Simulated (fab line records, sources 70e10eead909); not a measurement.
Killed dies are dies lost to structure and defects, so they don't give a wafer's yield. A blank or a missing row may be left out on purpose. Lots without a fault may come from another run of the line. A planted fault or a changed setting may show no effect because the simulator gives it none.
Chamber matching | flow nand_harc | NHARC_P_GATE_STRIP_108 on rie_diel-05: 4 sister chambers
The step strips in O2. 8 wafers are shown with their chamber, then 11 later ones without.

WAFERS WITH THEIR CHAMBER
wafer  | chamber | showerhead_plenum_p_Torr (Torr) | drypump_motor_current_A (A)
L079.1 | 2       | 3.54                            | 6.7
L080.6 | 2       | 3.54                            | 6.6
L084.6 | 1       | 3.59                            | 6.6
L085.3 | 3       | 3.75                            | 6.0
L087.1 | 1       | 3.58                            | 6.6
L087.2 | 3       | 3.75                            | 6.0
L087.5 | 0       | 3.60                            | 5.8
L089.1 | 0       | 3.60                            | 5.8

WAFERS WITHOUT THEIR CHAMBER
wafer  | showerhead_plenum_p_Torr (Torr) | drypump_motor_current_A (A)
L089.3 | 3.58                            | 6.5
L089.4 | 3.75                            | 6.0
L092.3 | 3.59                            | 5.8
L092.4 | 3.54                            | 6.6
L092.6 | 3.75                            | 6.0
L094.2 | 3.59                            | 5.8
L094.5 | 3.58                            | 6.5
L094.6 | 3.54                            | 6.7
L095.1 | 3.58                            | 6.5
L095.2 | 3.75                            | 6.0
L095.3 | 3.54                            | 6.6

WHICH CHAMBER EACH WENT THROUGH
wafer  | from the rows above | in truth
L089.3 | 1                   | 1
L089.4 | 3                   | 3
L092.3 | 0                   | 0
L092.4 | 2                   | 2
L092.6 | 3                   | 3
L094.2 | 0                   | 0
L094.5 | 1                   | 1
L094.6 | 2                   | 2
L095.1 | 1                   | 1
L095.2 | 3                   | 3
L095.3 | 2                   | 2
Placed correctly: 11 of 11. Can't be placed from these rows: 0. Placed wrongly: 0.
How it was worked out, from the rows above alone: a wafer's distance from a chamber is the root of the sum, over the readings, of the square of ((its reading less the chamber's mean) divided by the reading's scatter). The wafer belongs to the nearest chamber; if the next one is less than 2 further off, it can't be placed. A chamber's mean is the mean of its shown wafers. The scatter: the root of (the sum of the squares of (reading less its chamber's mean) over the shown wafers, divided by (wafers less chambers)).
